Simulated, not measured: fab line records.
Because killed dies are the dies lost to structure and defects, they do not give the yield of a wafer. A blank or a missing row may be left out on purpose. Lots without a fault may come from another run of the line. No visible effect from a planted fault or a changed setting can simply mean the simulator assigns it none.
One fault seen from 3 desks / flow n5-finfet / what lay behind the numbers comes last; until then each desk has only its own

FROM THE METROLOGY DESK
What the gauges read, lot by lot, whatever tool the lot ran on: means of the sampled wafers that have a number. A lot is out of limits, marked OUT, if its mean lies more than 4 standard deviations from the usual mean; the brackets give that distance. Shown here are 7 of its 13 readings, the ones lying furthest out on some lot.
Columns: A = cd-nm at N5_DUMMY_GATE_CD_MEAS_15, usual 24.90 nm; B = GATE_OVL at N5_DUMMY_GATE_OVL_MEAS_16, usual -0.5 nm; C = DIBL_N at N5_BEOL_M4_RC_MEAS_101, usual 36.0 mV/V; D = DIBL_P at N5_BEOL_M4_RC_MEAS_101, usual 36.7 mV/V; E = ION_P at N5_BEOL_M4_RC_MEAS_101, usual 461 uA/um; F = SS_N at N5_BEOL_M4_RC_MEAS_101, usual 71.5 mV/dec; G = VT_N at N5_BEOL_M4_RC_MEAS_101, usual 250 mV
lot=L508; first seen here=day 3 20:11; A=25.19; B=-0.3; C=35.8; D=36.7; E=470; F=72.3; G=249
lot=L509; first seen here=day 3 23:58; A=25.06; B=-1.3; C=37.3; D=38.2; E=463; F=71.5; G=249
lot=L514; first seen here=day 5 06:05; A=24.86; B=-0.8; C=39.0; D=39.2; E=462; F=72.6; G=249
lot=L516; first seen here=day 5 19:28; A=24.70; B=-0.4; C=34.9; D=32.5; E=471; F=71.1; G=251
lot=L517; first seen here=day 5 23:57; A=24.48; B=-0.8; C=37.8; D=36.5; E=452; F=72.1; G=252
lot=L522; first seen here=day 7 05:49; A=24.75; B=0.1; C=33.0; D=34.3; E=449; F=70.6; G=255
lot=L523; first seen here=day 7 14:53; A=24.65; B=-0.6; C=37.0; D=38.7; E=457; F=71.7; G=251
Finding of this desk: none of the 7 lots has anything out of limits.

THE DEFECT DESK
What the inspections along the route counted, lot by lot: means of the sampled wafers that have a number. A lot is out of limits, marked OUT, if its mean lies more than 4 standard deviations from the usual mean; the brackets give that distance.
Columns: A = raw-defect-count at N5_DUMMY_GATE_INSPECT_17, usual 205
lot=L508; first seen here=day 4 00:35; A=161
lot=L509; first seen here=day 4 04:29; A=158
lot=L514; first seen here=day 5 10:38; A=213
lot=L516; first seen here=day 5 23:51; A=193
lot=L517; first seen here=day 6 04:22; A=169
lot=L522; first seen here=day 7 10:21; A=186
lot=L523; first seen here=day 7 19:25; A=250
Finding of this desk: none of the 7 lots has anything out of limits.

THE TOOL OWNER'S DESK: litho-track-04
The tool's own readings at N5_DUMMY_GATE_COAT_09 (resist thk 30 nm): means of the sampled wafers that have a number, for each lot that ran on this tool. A lot is out of limits, marked OUT, if its mean lies more than 4 standard deviations from the usual mean; the brackets give that distance.
Columns: A = exhaust-pa at N5_DUMMY_GATE_COAT_09, usual 45.2 Pa; B = spin-speed-rpm at N5_DUMMY_GATE_COAT_09, usual 1499.8 rpm
lot=L508; first seen here=day 4 00:13; A=45.0; B=1499.6
lot=L514; first seen here=day 5 10:08; A=45.0; B=1466.4 (-30) OUT
lot=L516; first seen here=day 5 23:29; A=45.5; B=1466.1 (-31) OUT
lot=L517; first seen here=day 6 04:01; A=44.9; B=1466.1 (-31) OUT
This desk finds L514, L516, L517 out of limits, L514 being first, at day 5 10:08 (spin-speed-rpm at N5_DUMMY_GATE_COAT_09). Within limits: L508.

TAKEN TOGETHER
An alarm could have come from the tool owner's desk at day 5 10:08, on L514, L516, L517.
Nothing out of limits was seen by the metrology desk.
Nothing out of limits was seen by the defect desk.
The metrology desk holds a record of L514, L516, L517, inside its limits.
The defect desk has L514, L516, L517 on record, within its limits.
Every lot named ran N5_DUMMY_GATE_COAT_09 on litho-track-04.

WHAT THE SIMULATOR PUT IN
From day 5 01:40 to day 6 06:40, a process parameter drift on litho-track-04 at N5_DUMMY_GATE_COAT_09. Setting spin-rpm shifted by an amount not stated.
Lots struck among those shown: L514, L516, L517.
Each desk's first reading out of limits, in hours after the fault started: the tool owner's desk, 8.
